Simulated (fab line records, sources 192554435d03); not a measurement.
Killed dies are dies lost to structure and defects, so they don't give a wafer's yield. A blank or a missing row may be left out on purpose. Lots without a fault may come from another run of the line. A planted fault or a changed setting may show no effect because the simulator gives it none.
Which tool did it? | flow n5_finfet | 10 lots, 30 wafers sampled, at 1 step of a route of 1938

WHAT THE GAUGES READ, wafer by wafer
N5_BEOL_M7_INSPECT_30: inspects for defects (brightfield).
lot  | measured     | on                | raw_defect_count
L610 | day 9 00:05  | defect_inspect-01 | 389 402 266
L611 | day 9 07:58  | defect_inspect-02 | 463 456 378
L618 | day 11 15:41 | defect_inspect-02 | 331 497 296
L619 | day 12 02:09 | defect_inspect-02 | 561 573 365
L620 | day 12 04:23 | defect_inspect-01 | 373 442 497
L628 | day 13 23:13 | defect_inspect-01 | 359 456 325
L629 | day 14 06:13 | defect_inspect-02 | 271 496 394
L630 | day 14 16:14 | defect_inspect-02 | 355 298 374
L633 | day 15 08:03 | defect_inspect-02 | 592 512 504
L632 | day 15 10:04 | defect_inspect-01 | 577 394 468

WHICH TOOL RAN EACH LOT (tool, then ch and the chambers of the sampled wafers, then the start)
The record holds no process step before these readings.

THE ANSWER, worked out from the rows above alone
Rule: what is usual is taken from the lots themselves. Put in order of their means at a reading, lots are off if they are a third of the lots or fewer, leave a main group of 4 or more, and stand apart from it by a gap of 3 or more times the standard deviation of the main group's means; of several such gaps the widest counts. A main group whose means are all the same, to the digits that the tables above print for the reading, isn't used. A lot without any number at a reading at which 4 lots or more have one is off too. The other lots that the step has rows for count as sound.
No lot is off at any reading shown: from this, nothing can be told.

WHAT THE SIMULATOR HAD PUT IN
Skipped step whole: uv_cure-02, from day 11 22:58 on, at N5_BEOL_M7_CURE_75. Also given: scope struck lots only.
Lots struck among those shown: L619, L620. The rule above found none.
